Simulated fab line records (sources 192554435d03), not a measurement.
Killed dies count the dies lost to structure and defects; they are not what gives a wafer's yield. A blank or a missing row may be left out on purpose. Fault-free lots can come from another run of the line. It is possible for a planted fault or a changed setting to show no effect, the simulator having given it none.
Matching of chambers / flow n5 finfet / 4 sister chambers for N5_BEOL_M4_STRIP_66 on rie diel-06
The step strips in CF4. 16 wafers are shown with their chamber, then 8 later ones without.

## WAFERS WITH THEIR CHAMBER
wafer=L074.1; chamber=0; drypump motor current A (A)=6.4; showerhead plenum p Torr (Torr)=1.82; throttle valve pct (%)=13.43
wafer=L074.4; chamber=0; drypump motor current A (A)=6.4; showerhead plenum p Torr (Torr)=1.82; throttle valve pct (%)=13.46
wafer=L074.6; chamber=1; drypump motor current A (A)=5.7; showerhead plenum p Torr (Torr)=1.74; throttle valve pct (%)=13.37
wafer=L077.2; chamber=3; drypump motor current A (A)=6.4; showerhead plenum p Torr (Torr)=1.89; throttle valve pct (%)=13.60
wafer=L077.4; chamber=0; drypump motor current A (A)=6.4; showerhead plenum p Torr (Torr)=1.81; throttle valve pct (%)=13.51
wafer=L077.6; chamber=2; drypump motor current A (A)=4.9; showerhead plenum p Torr (Torr)=1.77; throttle valve pct (%)=13.64
wafer=L080.1; chamber=2; drypump motor current A (A)=4.9; showerhead plenum p Torr (Torr)=1.77; throttle valve pct (%)=13.64
wafer=L080.3; chamber=1; drypump motor current A (A)=5.8; showerhead plenum p Torr (Torr)=1.74; throttle valve pct (%)=13.42
wafer=L080.5; chamber=1; drypump motor current A (A)=5.8; showerhead plenum p Torr (Torr)=1.74; throttle valve pct (%)=13.41
wafer=L083.1; chamber=2; drypump motor current A (A)=4.9; showerhead plenum p Torr (Torr)=1.77; throttle valve pct (%)=13.64
wafer=L083.5; chamber=0; drypump motor current A (A)=6.4; showerhead plenum p Torr (Torr)=1.81; throttle valve pct (%)=13.50
wafer=L083.6; chamber=1; drypump motor current A (A)=5.8; showerhead plenum p Torr (Torr)=1.74; throttle valve pct (%)=13.39
wafer=L086.1; chamber=1; drypump motor current A (A)=5.7; showerhead plenum p Torr (Torr)=1.73; throttle valve pct (%)=13.44
wafer=L086.3; chamber=3; drypump motor current A (A)=6.4; showerhead plenum p Torr (Torr)=1.89; throttle valve pct (%)=13.65
wafer=L086.6; chamber=0; drypump motor current A (A)=6.4; showerhead plenum p Torr (Torr)=1.81; throttle valve pct (%)=13.54
wafer=L087.2; chamber=3; drypump motor current A (A)=6.4; showerhead plenum p Torr (Torr)=1.89; throttle valve pct (%)=13.62

SIGNATURES, as means of the wafers listed above
reading=drypump motor current A; chamber 0=6.400; chamber 1=5.760; chamber 2=4.900; chamber 3=6.400; scatter within a chamber=0.0316
reading=showerhead plenum p Torr; chamber 0=1.8140; chamber 1=1.7380; chamber 2=1.7700; chamber 3=1.8900; scatter within a chamber=0.00408
reading=throttle valve pct; chamber 0=13.4880; chamber 1=13.4060; chamber 2=13.6400; chamber 3=13.6233; scatter within a chamber=0.0312
Rule: for a wafer and a chamber, the distance is found by dividing, reading by reading, the gap between the wafer's reading and the chamber's mean by the reading's scatter, squaring, summing and taking the root. If the next closest chamber is less than 2 further off than the closest, the wafer can't be placed; otherwise it belongs to the closest. The scatter is the square root of a quotient: the sum, over the shown wafers, of each reading's squared deviation from its chamber's mean, divided by wafers minus chambers.

## WAFERS WITHOUT THEIR CHAMBER
wafer=L087.5; drypump motor current A (A)=5.7; showerhead plenum p Torr (Torr)=1.73; throttle valve pct (%)=13.46
wafer=L087.6; drypump motor current A (A)=4.9; showerhead plenum p Torr (Torr)=1.77; throttle valve pct (%)=13.68
wafer=L095.2; drypump motor current A (A)=6.4; showerhead plenum p Torr (Torr)=1.88; throttle valve pct (%)=13.67
wafer=L095.5; drypump motor current A (A)=6.4; showerhead plenum p Torr (Torr)=1.88; throttle valve pct (%)=13.67
wafer=L095.6; drypump motor current A (A)=4.9; showerhead plenum p Torr (Torr)=1.77; throttle valve pct (%)=13.14
wafer=L096.4; drypump motor current A (A)=5.7; showerhead plenum p Torr (Torr)=1.73; throttle valve pct (%)=13.52
wafer=L096.5; drypump motor current A (A)=6.4; showerhead plenum p Torr (Torr)=1.88; throttle valve pct (%)=13.68
wafer=L096.6; drypump motor current A (A)=4.9; showerhead plenum p Torr (Torr)=1.77; throttle valve pct (%)=13.13

## CHAMBER TAKEN BY EACH
wafer=L087.5; from the rows above=1; in truth=1
wafer=L087.6; from the rows above=2; in truth=2
wafer=L095.2; from the rows above=3; in truth=3
wafer=L095.5; from the rows above=3; in truth=3
wafer=L095.6; from the rows above=2; in truth=2
wafer=L096.4; from the rows above=1; in truth=1
wafer=L096.5; from the rows above=3; in truth=3
wafer=L096.6; from the rows above=2; in truth=2
8 of 8 placed correctly. Not placeable from these rows: 0. Placed wrongly: 0.
